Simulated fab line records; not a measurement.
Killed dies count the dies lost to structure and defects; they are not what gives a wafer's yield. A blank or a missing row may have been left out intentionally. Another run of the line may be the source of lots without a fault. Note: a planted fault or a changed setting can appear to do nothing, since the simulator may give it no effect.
Comparing a struck lot with a sound one / flow nand_harc / 15 out of 1302 route steps
Sound: wafers L983.2, L983.3, L983.5. Struck: wafers L987.3, L987.5, L987.6. The cause comes at the end.
At each step with rows: each side's tool, then ch and its chambers, then its first start. Under that, the readings that differ: sound wafers / struck wafers / difference of the means / sigmas: that difference in standard deviations of wafers without a fault.
alike: words and numbers the same on both sides, and readings whose means are apart by under 2 such deviations; not compared: readings that were withheld, readings missing a value for some wafer, numbers with overlapping values and no deviation given by the record, and bounds like >300 which may hide the same value.
Wherever a step has rows on one side only, a row that says differs or no value, or a row with sigmas, the two part there. When numbers do not overlap yet have no deviation, they are printed without sigmas and do not part them. Lack of a reading on every wafer of one side parts them only where that side has two or more wafers.

first, 9 steps without rows for these wafers: NHARC_A_ZERO_WELL_DEHYDRATE_02 (time 120 s); NHARC_A_ZERO_WELL_HMDS_03 (time 30 s); NHARC_A_ZERO_WELL_COAT_18 (time 65 s); NHARC_A_ZERO_WELL_COAT_04 (resist thk 600 nm); NHARC_A_ZERO_WELL_SOFTBAKE_05 (time 70 s); NHARC_A_ZERO_WELL_EBR_06; NHARC_A_ZERO_WELL_EXPOSE_07 (exposes mask A ZERO); NHARC_A_ZERO_WELL_PEB_08 (peb time 80 s); NHARC_A_ZERO_WELL_DEVELOP_09 (time 50 s).
NHARC_A_ZERO_WELL_CD_MEAS_10: target cd 2000 nm.
  sound on cd_sem-02 ch 0, day 8 12:43; struck on cd_sem-02 ch 0, day 9 23:30
reading=cd_nm (nm); sound=1998.6 2000.8 1996.1; struck=2001.7 2001.6 2004.3; difference=+4.0; sigmas=+3
then, 1 step without rows for these wafers: NHARC_A_ZERO_WELL_HARDBAKE_11 (time 65 s).
NHARC_A_ZERO_WELL_DESCUM_12: chemistry O2, time 3 s.
  sound on rie_diel-01 ch 1,2, day 8 12:53; struck on rie_diel-07 ch 1,2,3, day 9 23:40
  alike: drypump_motor_current_A, oes_product_au, rf_vpp_V, showerhead_plenum_p_Torr, throttle_valve_pct
  not compared: rf_hours_counter_h
NHARC_A_ZERO_WELL_ETCH_19: etches the open film in N2/H2, target depth 80 nm, overetch 24 nm, time 87.88 s.
  sound on rie_diel-01 ch 1,2, day 8 12:58; struck on rie_diel-07 ch 2,3, day 9 23:44
  no value came back on the struck wafers for any of 8 readings (bias_w (W), chamber_pressure_mTorr (mTorr) and others); on the sound wafers bias_w (W) reads 150.7 150.3 149.9
  not compared: rf_hours_counter_h
NHARC_A_ZERO_WELL_ETCH_13: etches the open film in HBr/Cl2, target depth 120 nm, time 40.1 s.
  sound on rie_si-04 ch 2,3, day 8 13:05; struck on rie_si-03 ch 2,3, day 9 23:52
  alike: bias_w, chamber_pressure_mTorr, drypump_motor_current_A, hbr_flow_sccm, oes_product_au, rf_fwd_power_W, throttle_valve_pct
  not compared: rf_hours_counter_h
-- the record jumps here: 17 days lie between the struck wafers' starts before and after (it left off in module A_ZERO_WELL and takes up again in module END, whose first step shown is number 1302 of the route) --
NHARC_END_SORT_01:
  only the struck wafers appear in the record here, on prober-02 ch 0 at day 27 01:39; the sound ones have no rows

== WHERE THEY PART ==
Earliest at NHARC_A_ZERO_WELL_CD_MEAS_10; latest, in this record, at NHARC_END_SORT_01.

WHY: what had been put in by the simulator
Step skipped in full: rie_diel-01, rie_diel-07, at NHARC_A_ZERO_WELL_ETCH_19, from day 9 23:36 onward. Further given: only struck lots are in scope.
